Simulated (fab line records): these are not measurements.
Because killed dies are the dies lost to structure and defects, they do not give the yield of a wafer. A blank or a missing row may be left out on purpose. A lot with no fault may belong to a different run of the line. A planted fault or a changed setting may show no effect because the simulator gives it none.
Matching of chambers || flow n5Finfet || 4 sister chambers for N5_BEOL_M4_ETCH_69 on rieDiel-02
The step etches SiARC in CF4, target depth 15.6 nm, time 26 s. 4 wafers are shown with their chamber, then 9 later ones without.

WAFERS PAIRED WITH THEIR CHAMBERS
{"wafer": "L083.1", "chamber": 2, "drypumpMotorCurrentA (A)": 6.2}
{"wafer": "L092.2", "chamber": 0, "drypumpMotorCurrentA (A)": 5.9}
{"wafer": "L092.3", "chamber": 1, "drypumpMotorCurrentA (A)": 5.5}
{"wafer": "L092.6", "chamber": 3, "drypumpMotorCurrentA (A)": 5.5}

WAFERS MISSING THEIR CHAMBER
{"wafer": "L093.2", "drypumpMotorCurrentA (A)": 6.0}
{"wafer": "L093.5", "drypumpMotorCurrentA (A)": 6.2}
{"wafer": "L093.6", "drypumpMotorCurrentA (A)": 5.5}
{"wafer": "L094.2", "drypumpMotorCurrentA (A)": 6.2}
{"wafer": "L094.3", "drypumpMotorCurrentA (A)": 5.5}
{"wafer": "L094.4", "drypumpMotorCurrentA (A)": 5.5}
{"wafer": "L096.3", "drypumpMotorCurrentA (A)": 6.2}
{"wafer": "L096.4", "drypumpMotorCurrentA (A)": 5.5}
{"wafer": "L096.5", "drypumpMotorCurrentA (A)": 6.0}

EACH ONE'S CHAMBER
{"wafer": "L093.2", "from the rows above": 0, "in truth": 0}
{"wafer": "L093.5", "from the rows above": 2, "in truth": 2}
{"wafer": "L093.6", "from the rows above": "can't be placed: 1 or 3", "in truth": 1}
{"wafer": "L094.2", "from the rows above": 2, "in truth": 2}
{"wafer": "L094.3", "from the rows above": "can't be placed: 1 or 3", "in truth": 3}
{"wafer": "L094.4", "from the rows above": "can't be placed: 1 or 3", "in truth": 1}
{"wafer": "L096.3", "from the rows above": 2, "in truth": 2}
{"wafer": "L096.4", "from the rows above": "can't be placed: 1 or 3", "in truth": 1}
{"wafer": "L096.5", "from the rows above": 0, "in truth": 0}
Placed correctly: 5 of 9. Unplaceable from these rows: 4, with the true chamber sitting among the candidates in 4. 0 placed wrongly.
How it was worked out, from the rows above alone: a wafer's distance from a chamber is the root of the sum, over the readings, of the square of ((its reading less the chamber's mean) divided by the reading's scatter). If the next closest chamber is less than 2 further off than the closest, the wafer can't be placed; otherwise it belongs to the closest. For every chamber, the mean is computed from those of its wafers that are shown. The scatter: root of mean squared gap, hidden wafer to nearest shown wafer, with one shown wafer a chamber.
